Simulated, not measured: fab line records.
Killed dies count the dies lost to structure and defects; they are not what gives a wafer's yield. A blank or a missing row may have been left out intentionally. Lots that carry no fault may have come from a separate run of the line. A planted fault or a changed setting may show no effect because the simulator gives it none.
Matching of chambers + flow n5_finfet + 4 sister chambers for N5_BEOL_M9_VIA_ETCH_34 on rie_diel-04
The step etches SiCOH lowk in C4F6/O2, target depth 182.4 nm, time 68.4 s. 4 wafers are shown with their chamber, then 7 later ones without.

WAFERS WITH THEIR CHAMBER
| wafer  | chamber | showerhead_plenum_p_Torr (Torr) |
|--------|---------|---------------------------------|
| L086.1 | 0       | 2.92                            |
| L086.2 | 3       | 2.71                            |
| L086.3 | 1       | 2.75                            |
| L090.5 | 2       | 2.91                            |

WAFERS WHOSE CHAMBER IS MISSING
| wafer  | showerhead_plenum_p_Torr (Torr) |
|--------|---------------------------------|
| L090.6 | 2.70                            |
| L088.2 | 2.91                            |
| L088.3 | 2.70                            |
| L088.5 | 2.70                            |
| L093.1 | 2.70                            |
| L093.3 | 2.74                            |
| L093.6 | 2.74                            |

CHAMBER TAKEN BY EACH
| wafer  | from the rows above     | in truth |
|--------|-------------------------|----------|
| L090.6 | 3                       | 3        |
| L088.2 | can't be placed: 2 or 0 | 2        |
| L088.3 | 3                       | 3        |
| L088.5 | 3                       | 3        |
| L093.1 | 3                       | 3        |
| L093.3 | 1                       | 1        |
| L093.6 | 1                       | 1        |
6 of 7 placed correctly. Not placeable from these rows: 1 (in 1, the candidates include the true chamber). Placed wrongly: 0.
How it was worked out, from the rows above alone: a wafer's distance from a chamber is the root of the sum, over the readings, of the square of ((its reading less the chamber's mean) divided by the reading's scatter). The wafer belongs to the nearest chamber; if the next one is less than 2 further off, it can't be placed. A chamber's mean is the mean of its shown wafers. The scatter: root of mean squared gap, hidden wafer to nearest shown wafer, with one shown wafer a chamber.
